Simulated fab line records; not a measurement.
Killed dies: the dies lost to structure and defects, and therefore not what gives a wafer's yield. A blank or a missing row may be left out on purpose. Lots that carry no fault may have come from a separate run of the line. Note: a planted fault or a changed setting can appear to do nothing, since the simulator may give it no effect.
Comparing a struck lot with a sound one -- flow nand_harc -- 15 steps out of a route of 1159
Sound: these wafers, L773.1, L773.5, L773.6. Struck: wafer L780.2 (L780.4, L780.6, from the same lot, were not struck and are left out); the cause is given at the end.
Order at every step that has rows: each side's tool, ch and its chambers, its first start. Under that, the readings that differ: sound wafers -- struck wafers -- difference of the means -- sigmas: that difference in standard deviations of wafers without a fault.
alike: same words and numbers on both sides, and readings whose means sit less than 2 such deviations apart. not compared: any withheld reading, any reading some wafer has no value for, any bound like >300 that may hide the same value, and any number with overlapping values for which the record gives no deviation.
A row with sigmas, a row that says differs or no value, or rows on one side alone: a step with any of these is where the two part. When numbers do not overlap yet have no deviation, they are printed without sigmas and do not part them. A reading missing from all wafers of one side parts the sides only when that side holds two or more wafers.

first, 8 steps without rows for these wafers: NHARC_P_M0_HMDS_02 (time 30 s); NHARC_P_M0_COAT_33 (time 65 s); NHARC_P_M0_COAT_03 (resist thk 90 nm); NHARC_P_M0_SOFTBAKE_04 (time 55 s); NHARC_P_M0_EBR_05; NHARC_P_M0_EXPOSE_06 (exposes mask P M0, target cd 90 nm); NHARC_P_M0_PEB_07 (peb time 65 s); NHARC_P_M0_DEVELOP_08 (develop time 35 s).
NHARC_P_M0_CD_MEAS_09: the cd target is 90 nm.
  sound on cd_sem-03 ch 0, day 9 15:38; struck on cd_sem-01 ch 0, day 10 21:42
  alike: cd_nm
NHARC_P_M0_OVL_MEAS_10: pitch 180 nm.
  struck on overlay-02, day 10 21:47; sound on overlay-01, day 9 15:44
  alike: overlay_x_nm, overlay_y_nm
NHARC_P_M0_INSPECT_11:
  struck on defect_inspect-02, day 10 21:50; sound on defect_inspect-02, day 9 15:46
reading,sound,struck,difference,sigmas
raw_defect_count,4 5 3,11,+7,+3
NHARC_P_M0_DESCUM_14: chemistry O2, time 3 s.
  sound on rie_diel-06 ch 0,1,2, day 9 15:51; struck on rie_diel-06 ch 2, day 10 21:53
  alike: drypump_motor_current_A, oes_product_au, rf_vpp_V, showerhead_plenum_p_Torr, throttle_valve_pct
  not compared: rf_hours_counter_h
NHARC_P_M0_ETCH_34: etches the open film in N2/H2, target depth 40 nm, overetch 12 nm, time 43.94 s.
  sound on rie_diel-06 ch 0,3, day 9 15:55; struck on rie_diel-06 ch 0, day 10 21:59
reading,sound,struck,difference,sigmas
oes_product_au (a.u.),0.998 0.999 1.000,0.816,-0.183,-17
  alike: drypump_motor_current_A, rf_vpp_V, showerhead_plenum_p_Torr, throttle_valve_pct
  not compared: rf_hours_counter_h
NHARC_P_M0_ETCH_15: etches the open film in C4F8/Ar, target depth 150 nm, overetch 15 nm, time 82.5 s.
  sound: rie_diel-06 ch 1,2,3; struck: rie_diel-06 ch 0
  alike: oes_product_au, rf_vpp_V
  not compared: rf_hours_counter_h
-- the record jumps here: 14 days lie between the struck wafers' starts before and after (it left off in module P_M0 and takes up again in module END, whose first step shown is number 1159 of the route) --
NHARC_END_SORT_01:
  sound on prober-01 ch 0, day 22 13:35; struck on prober-02 ch 0, day 25 02:37
reading,sound,struck,difference,sigmas
defect_limited_yield (%),96.3 95.1 96.5,91.0,-5.0,-3
killed_at_array,23 30 23,49,+24,+2
killed_at_periphery,2 3 1,11,+9,+4
killed_dies,25 33 24,61,+34,+3
sort_bin_3_pct (%),0 0.30 0.44,0.74,+0.49,+2
sort_bin_4_pct (%),2.4 2.5 1.8,5.8,+3.6,+3
sort_n_pass,652 644 653,616,-34,-3
sort_rim_yield_pct (%),92 95 97,86,-9,-2
sort_yield_pct (%),96.3 95.1 96.5,91.0,-5.0,-3
  alike: killed_at_other, killed_open, killed_short, sort_bin_2_pct

WHERE THEY PART
Earliest at NHARC_P_M0_INSPECT_11; latest, in this record, at NHARC_END_SORT_01.

WHY: the cause the simulator had injected
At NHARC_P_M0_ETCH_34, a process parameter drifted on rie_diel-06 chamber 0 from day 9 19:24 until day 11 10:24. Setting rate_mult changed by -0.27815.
